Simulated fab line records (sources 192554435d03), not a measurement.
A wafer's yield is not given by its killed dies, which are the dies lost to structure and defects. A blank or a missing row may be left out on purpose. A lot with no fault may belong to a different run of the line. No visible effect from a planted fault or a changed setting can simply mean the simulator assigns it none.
Which tool is to blame? ; flow n5 finfet ; 9 lots with 27 wafers sampled at 5 steps, on a route of 1938 steps

WHAT EACH GAUGE READ, for each wafer
N5_BEOL_M4_RC_MEAS_101.
lot;measured;on;DIBL_N (mV/V);DIBL_P (mV/V);IOFF_N (nA/um);IOFF_P (nA/um);ION_N (uA/um);ION_P (uA/um);SS_N (mV/dec);SS_P (mV/dec);VT_N (mV);VT_P (mV)
L216;day 8 05:23;prober-02;39.7 36.8 33.8;40.0 37.0 34.2;0.23 0.16 0.13;0.29 0.21 0.18;673 670 662;460 462 458;72.5 71.8 71.0;74.6 74.2 72.5;247 250 250;-249 -252 -252
L220;day 9 08:11;prober-02;35.3 38.5 39.3;36.6 39.5 40.8;0.15 0.22 0.23;0.19 0.25 0.27;670 703 706;458 474 471;71.4 72.1 72.3;73.1 73.8 74.8;253 245 248;-255 -251 -249
L221;day 9 17:25;prober-01;38.8 38.9 37.1;39.2 40.6 38.9;0.20 0.21 0.19;0.20 0.22 0.21;683 690 679;455 460 456;72.3 72.4 71.8;74.2 74.7 74.2;248 246 247;-256 -253 -255
L222;day 10 05:55;prober-01;38.9 37.5 38.8;41.4 38.2 40.7;0.20 0.16 0.21;0.29 0.23 0.28;679 682 691;467 470 474;71.3 72.1 72.2;74.8 74.1 74.7;248 249 248;-246 -250 -246
L226;day 11 08:12;prober-02;32.2 39.6 37.6;32.4 41.7 38.2;0.11 0.26 0.19;0.18 0.34 0.26;655 701 678;460 478 465;70.1 71.5 72.0;72.2 75.0 73.4;256 240 247;-253 -244 -245
L232;day 12 22:43;prober-01;32.3 36.5 32.7;33.6 38.5 34.1;0.11 0.18 0.12;0.14 0.20 0.14;657 679 663;445 458 449;71.2 72.3 71.1;72.2 73.7 72.2;256 249 254;-257 -252 -258
L233;day 13 00:56;prober-02;36.2 37.1 35.3;33.2 35.2 33.1;0.15 0.17 0.13;0.18 0.21 0.18;670 676 677;456 454 466;71.6 71.7 70.6;72.5 72.8 73.1;253 250 252;-253 -253 -250
L234;day 13 14:05;prober-01;38.3 36.8 37.2;39.4 38.0 38.0;0.20 0.17 0.18;0.24 0.21 0.22;673 671 666;456 455 455;71.8 72.3 71.8;73.6 72.9 73.7;247 250 248;-251 -252 -250
L235;day 13 20:28;prober-01;37.8 38.4 40.4;36.6 36.6 38.7;0.16 0.16 0.22;0.20 0.21 0.24;677 656 668;459 444 451;71.3 71.8 72.2;73.3 72.9 73.2;250 253 247;-256 -252 -253

EACH LOT AND THE TOOL THAT RAN IT (in order: tool; ch and the chambers of the sampled wafers; start)
lot;N5_HKMG_FIN_CMP_23;N5_GATE_CUT_ETCHBACK_00;N5_GATE_CUT_VAPOR_ETCH_60;N5_GATE_CUT_ETCH_58
L216;cmp-02 ch 0,2,3, day 4 19:26;rie metal-03 ch 0,1, day 4 20:11;rie metal-03 ch 0,1, day 4 20:26;rie diel-06 ch 0,1,2, day 4 20:29
L220;cmp-02 ch 0,2,3, day 5 22:56;rie metal-02 ch 0,1, day 5 23:41;rie metal-02 ch 0,1, day 5 23:55;rie diel-04 ch 0,2,3, day 5 23:58
L221;cmp-01 ch 0,1,3, day 6 01:42;rie metal-02 ch 0,1, day 6 02:22;rie metal-02 ch 0,1, day 6 02:36;rie diel-02 ch 1,2,3, day 6 02:42
L222;cmp-04 ch 0,2,3, day 6 09:28;rie metal-03 ch 0,1, day 6 10:08;rie metal-03 ch 0,1, day 6 10:22;rie diel-04 ch 1,3, day 6 10:25
L226;cmp-02 ch 1,3, day 7 08:32;rie metal-01 ch 0,1, day 7 09:12;rie metal-01 ch 0,1, day 7 09:26;rie diel-06 ch 0,2,3, day 7 09:29
L232;cmp-02 ch 0,2, day 8 17:32;rie metal-02 ch 0,1, day 8 18:17;rie metal-02 ch 0,1, day 8 18:31;rie diel-04 ch 1,2,3, day 8 18:39
L233;cmp-04 ch 2,3, day 9 02:41;rie metal-02 ch 0,1, day 9 03:26;rie metal-02 ch 0,1, day 9 03:40;rie diel-04 ch 2,3, day 9 03:43
L234;cmp-01 ch 2,3, day 9 08:56;rie metal-01 ch 0,1, day 9 09:43;rie metal-01 ch 0,1, day 9 09:55;rie diel-02 ch 2,3, day 9 09:58
L235;cmp-01 ch 0,2,3, day 9 16:37;rie metal-02 ch 0, day 9 17:07;rie metal-02 ch 0, day 9 17:35;rie diel-06 ch 0,1, day 9 17:44
- N5_HKMG_FIN_CMP_23: polishes, stops on SiNx, t overpolish 10 s, target thk 46.326 nm.
- N5_GATE_CUT_ETCHBACK_00: etches W in SF6/Cl2.
- N5_GATE_CUT_VAPOR_ETCH_60: etches HfO2 in BCl3/Cl2.
- N5_GATE_CUT_ETCH_58: etches SiNx in CH3F/O2, target depth 17 nm, time 128.6 s.

AS READ BY THE TOOLS THEMSELVES (means over the sampled wafers that have a number; for cases with no such wafer, the mark the record gives instead)
N5_HKMG_FIN_CMP_23.
lot;tool;motor current A (A);overpolish run s (s);time to endpoint s (s)
L216;cmp-02;13.2;9.995;13
L220;cmp-02;13.1;10.012;14
L221;cmp-01;12.3;9.999;9
L222;cmp-04;13.7;10.007;15
L226;cmp-02;12.5;9.996;8
L232;cmp-02;13.6;10.003;12
L233;cmp-04;14.5;10.001;17
L234;cmp-01;11.7;10.006;12
L235;cmp-01;12.1;10.000;10

N5_GATE_CUT_ETCHBACK_00.
lot;tool;drypump motor current A (A);oes product au (a.u.);throttle valve pct (%)
L216;rie metal-03;5.74;0.78;27.9
L220;rie metal-02;5.31;0.61;27.6
L221;rie metal-02;5.12;0.62;27.6
L222;rie metal-03;5.84;0.78;28.0
L226;rie metal-01;5.52;0.94;27.7
L232;rie metal-02;5.11;0.61;27.7
L233;rie metal-02;5.30;0.60;27.6
L234;rie metal-01;5.54;0.90;27.7
L235;rie metal-02;4.94;0.61;27.8

N5_GATE_CUT_VAPOR_ETCH_60.
lot;tool;drypump motor current A (A);oes product au (a.u.)
L216;rie metal-03;5.77;0.77
L220;rie metal-02;5.31;0.62
L221;rie metal-02;5.13;0.63
L222;rie metal-03;5.82;0.79
L226;rie metal-01;5.53;0.95
L232;rie metal-02;5.13;0.62
L233;rie metal-02;5.32;0.60
L234;rie metal-01;5.53;0.91
L235;rie metal-02;4.95;0.61

N5_GATE_CUT_ETCH_58.
lot;tool;CH3F_flow_sccm (sccm);drypump motor current A (A);oes product au (a.u.);rf fwd power W (W);rf vpp V (V);showerhead plenum p Torr (Torr);throttle valve pct (%)
L216;rie diel-06;30.07;5.8;0.87;413.8;100.4;2.03;16.23
L220;rie diel-04;29.96;5.4;0.73;415.0;99.0;2.01;16.30
L221;rie diel-02;30.01;6.0;0.73;413.3;99.1;1.99;16.24
L222;rie diel-04;30.02;6.0;0.71;412.0;98.6;1.95;16.25
L226;rie diel-06;30.00;5.8;0.79;413.0;98.0;1.98;16.38
L232;rie diel-04;29.98;5.7;0.69;379.2;101.6;2.00;16.25
L233;rie diel-04;29.94;5.6;0.67;379.8;103.0;1.94;16.35
L234;rie diel-02;30.00;6.3;0.72;414.2;98.9;1.94;16.39
L235;rie diel-06;29.98;5.7;0.75;413.1;99.5;2.05;16.34

THE ANSWER, worked out from the rows above alone
Rule: the lots themselves supply what counts as usual. Put in order of their means at a reading, lots are off if they are a third of the lots or fewer, leave a main group of 4 or more, and stand apart from it by a gap of 3 or more times the standard deviation of the main group's means; of several such gaps the widest counts. A main group whose means are all the same, to the digits that the tables above print for the reading, isn't used. A lot without any number at a reading at which 4 lots or more have one is off too. The other lots that the step has rows for count as sound. The gauges are gone through in route order, then the tools' own readings, and for those a lot's mean is taken as printed above. At the first step where some lot is off, the reading lying furthest off is the one used; lots without a number count as furthest.
Off at N5_GATE_CUT_ETCH_58 (rf fwd power W): L232, L233. For the main group the mean is 413.5 W and the standard deviation 0.89.
If a tool, at that step or one of the process steps before it, ran each lot that is off and ran no sound lot following the first of them, it fits. One fits: N5_GATE_CUT_ETCH_58 on rie diel-04. A fault onset in the window from L222 (day 6 10:25, its last sound lot) to L232 (day 8 18:39, its first lot off) fits.
On the lots that are off, the tool's own readings at N5_GATE_CUT_ETCH_58 differ by more than 5 times the standard deviation of the sound lots' means, which bears it out; rf fwd power W reads 379.5 W there versus 413.5 W on the sound lots.

WHAT THE SIMULATOR HAD PUT IN
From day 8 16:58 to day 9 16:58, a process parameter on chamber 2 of rie diel-04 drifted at N5_GATE_CUT_ETCH_58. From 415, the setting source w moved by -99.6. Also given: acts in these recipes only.
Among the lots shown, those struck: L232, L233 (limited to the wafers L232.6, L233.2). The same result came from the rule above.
